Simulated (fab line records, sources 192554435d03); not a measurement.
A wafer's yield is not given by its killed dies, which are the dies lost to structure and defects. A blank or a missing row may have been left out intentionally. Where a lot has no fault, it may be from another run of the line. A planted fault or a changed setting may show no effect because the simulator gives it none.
Split-lot study + flow n5_finfet + route with 1938 steps; 7 lots, 21 wafers read

## ON THE SPLIT
At N5_BEOL_M3_TRENCH_ETCH_37 (etches SiOC in C4F6/O2, target depth 55.555 nm, time 29.2 s), the setting source_w was moved away from the recipe's 355 W on 8 of the 21 wafers read, by -17.5% to +17.1%. All remaining wafers had this setting at the recipe value.

## FROM THE SPLIT TO THE READING: what the file shows between them, 2 steps
- N5_BEOL_M3_ETCH_41: etches SiCN in CH3F/O2, target depth 29.9 nm, time 52.5 s
- N5_BEOL_M3_STRIP_97: strips in N2/H2, time 10 s

## THE READING
trench_depth_nm, in nm, at N5_BEOL_M3_OCD_MEAS_38. A value of 55.3 nm with a standard deviation of 0.86 nm is what fault-free wafers of this fab line usually give.

| wafer  | tool, chamber at the split | source_w as run, W | against the recipe | trench_depth_nm, nm | against lot-mates on the recipe |
|--------|----------------------------|--------------------|--------------------|---------------------|---------------------------------|
| L076.1 | rie_diel-03, 1             | 355                | recipe             | 54.6                | -                               |
| L076.4 | rie_diel-03, 0             | 292.7              | -17.5%             | 51.1                | -3.7                            |
| L076.5 | rie_diel-03, 0             | 355                | recipe             | 55.0                | -                               |
| L080.1 | rie_diel-01, 3             | 338.5              | -4.6%              | 54.5                | +0.4                            |
| L080.2 | rie_diel-01, 0             | 355                | recipe             | 54.5                | -                               |
| L080.4 | rie_diel-01, 0             | 355                | recipe             | 53.8                | -                               |
| L081.3 | rie_diel-01, 0             | 355                | recipe             | 54.9                | -                               |
| L081.4 | rie_diel-01, 1             | 355                | recipe             | 55.8                | -                               |
| L081.5 | rie_diel-01, 3             | 355                | recipe             | 55.7                | -                               |
| L090.4 | rie_diel-02, 1             | 355                | recipe             | 55.8                | -                               |
| L090.5 | rie_diel-02, 1             | 355                | recipe             | 55.8                | -                               |
| L090.6 | rie_diel-02, 2             | 355                | recipe             | 55.2                | -                               |
| L091.2 | rie_diel-03, 3             | 355                | recipe             | 55.8                | -                               |
| L091.3 | rie_diel-03, 1             | 412.6              | +16.2%             | 57.8                | +2.0                            |
| L091.6 | rie_diel-03, 1             | 412.6              | +16.2%             | 57.2                | +1.4                            |
| L092.2 | rie_diel-01, 2             | 317.7              | -10.5%             | 53.6                | -1.5                            |
| L092.4 | rie_diel-01, 0             | 355                | recipe             | 55.1                | -                               |
| L092.5 | rie_diel-01, 0             | 317.7              | -10.5%             | 53.5                | -1.6                            |
| L097.2 | rie_diel-03, 2             | 415.7              | +17.1%             | 59.1                | +3.5                            |
| L097.3 | rie_diel-03, 1             | 415.7              | +17.1%             | 58.2                | +2.6                            |
| L097.4 | rie_diel-03, 3             | 355                | recipe             | 55.6                | -                               |

THE FIT
A straight line over all 21 wafers: trench_depth_nm changes by +0.183 nm for each +1% of source_w; r = +0.94; the points scatter about the line by 0.62 nm.
The same after taking each lot's own level away (the mean of its wafers on the recipe; 21 wafers): +0.154 nm for each +1%; r = +0.94; scatter 0.53 nm.
Per that fit: largest source_w move, reading shift of 2.7 nm.
Measured against the standard deviation above, the lots' own levels, which go from 54.15 to 55.80 nm, span 1.9 times it.
Thus the slope moves with the lot-to-lot level: the two fits are different.
Check: with one of the wafers moved furthest among these (-17.5%) left out of the fit, the line predicts -2.39 nm for it against its lot-mates. It came out at -3.7 nm against them.
Tool readings at the split's step, against how far the setting was moved: rf_vpp_V r = -0.95.

## OTHER SPLITS APPLIED TO THESE WAFERS
Note: prior to the reading, these wafers also went through further splits. Each is held against what the fit with the lots' levels taken away leaves over:
| other split on the same wafers | wafers away from the commonest value | r with trench_depth_nm (lot level and that fit taken away) |
|--------------------------------|--------------------------------------|------------------------------------------------------------|
| N5_BEOL_M1_ETCH_64 source_w    | 7                                    | +0.18                                                      |
| N5_BEOL_M3_VIA_ETCH_34 time_s  | 3                                    | -0.02                                                      |

## THE WHOLE CHAIN: every reading that the file lists as answering this split, in the file's order
| step                      | what it does                                                | reading                                                                   | change (the file's fit)               | r (the file's) |
|---------------------------|-------------------------------------------------------------|---------------------------------------------------------------------------|---------------------------------------|----------------|
| N5_BEOL_M3_TRENCH_ETCH_37 | etches SiOC in C4F6/O2, target depth 55.555 nm, time 29.2 s | rf_vpp_V                                                                  | -4.03 V for each +1% of the setting   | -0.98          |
| N5_BEOL_M3_TRENCH_ETCH_37 | etches SiOC in C4F6/O2, target depth 55.555 nm, time 29.2 s | BEOL_M3.feature_depth_nm (the simulator's own value, which no gauge read) | +0.157 nm for each +1% of the setting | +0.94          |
| N5_BEOL_M3_TRENCH_ETCH_37 | etches SiOC in C4F6/O2, target depth 55.555 nm, time 29.2 s | etch.depth_nm (the simulator's own value, which no gauge read)            | +0.154 nm for each +1% of the setting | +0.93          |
| N5_BEOL_M3_OCD_MEAS_38    |                                                             | trench_depth_nm                                                           | +0.161 nm for each +1% of the setting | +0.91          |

## FILE'S OWN FIT
trench_depth_nm changes by +0.161 nm for each +1% of source_w, r = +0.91.
